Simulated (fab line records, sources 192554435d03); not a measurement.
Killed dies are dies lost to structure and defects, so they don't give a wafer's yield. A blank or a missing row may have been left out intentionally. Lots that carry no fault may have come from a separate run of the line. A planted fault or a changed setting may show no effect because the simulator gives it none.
Chamber matching	flow n5_finfet	4 sister chambers for N5_BEOL_M0_SAQP_STRIP_86 on rie_diel-02
The step strips in N2/H2. 8 wafers are shown with their chamber, then 12 later ones without.

== EACH WAFER AND ITS CHAMBER ==
wafer	chamber	showerhead_plenum_p_Torr (Torr)	drypump_motor_current_A (A)
L087.1	2	3.23	5.9
L087.6	1	3.35	4.9
L088.1	2	3.22	5.8
L088.5	3	3.55	5.4
L088.6	0	3.24	5.8
L090.2	0	3.24	5.8
L090.3	1	3.34	4.8
L090.6	3	3.55	5.4

== WAFERS WHOSE CHAMBER IS MISSING ==
wafer	showerhead_plenum_p_Torr (Torr)	drypump_motor_current_A (A)
L092.1	3.54	5.4
L092.2	3.24	5.8
L092.3	3.34	4.9
L092.4	3.22	5.9
L092.5	3.54	5.4
L092.6	3.23	5.8
L094.1	3.23	5.8
L094.2	3.22	5.9
L094.3	3.54	5.4
L094.4	3.23	5.8
L094.5	3.22	5.9
L094.6	3.54	5.4

== WHICH CHAMBER EACH ONE RAN IN ==
wafer	from the rows above	in truth
L092.1	3	3
L092.2	0	0
L092.3	1	1
L092.4	2	2
L092.5	3	3
L092.6	can't be placed: 2 or 0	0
L094.1	can't be placed: 2 or 0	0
L094.2	2	2
L094.3	3	3
L094.4	can't be placed: 2 or 0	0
L094.5	2	2
L094.6	3	3
Correctly placed: 9 of 12. These rows do not allow placing 3 (true chamber among the candidates in 3). 0 placed wrongly.
How it was worked out, from the rows above alone: a wafer's distance from a chamber is the root of the sum, over the readings, of the square of ((its reading less the chamber's mean) divided by the reading's scatter). The wafer belongs to the nearest chamber; if the next one is less than 2 further off, it can't be placed. A chamber's mean is the mean of its shown wafers. The scatter: take each reading less its chamber's mean, square it, sum over the shown wafers, divide by the number of wafers less the number of chambers, and take the root.
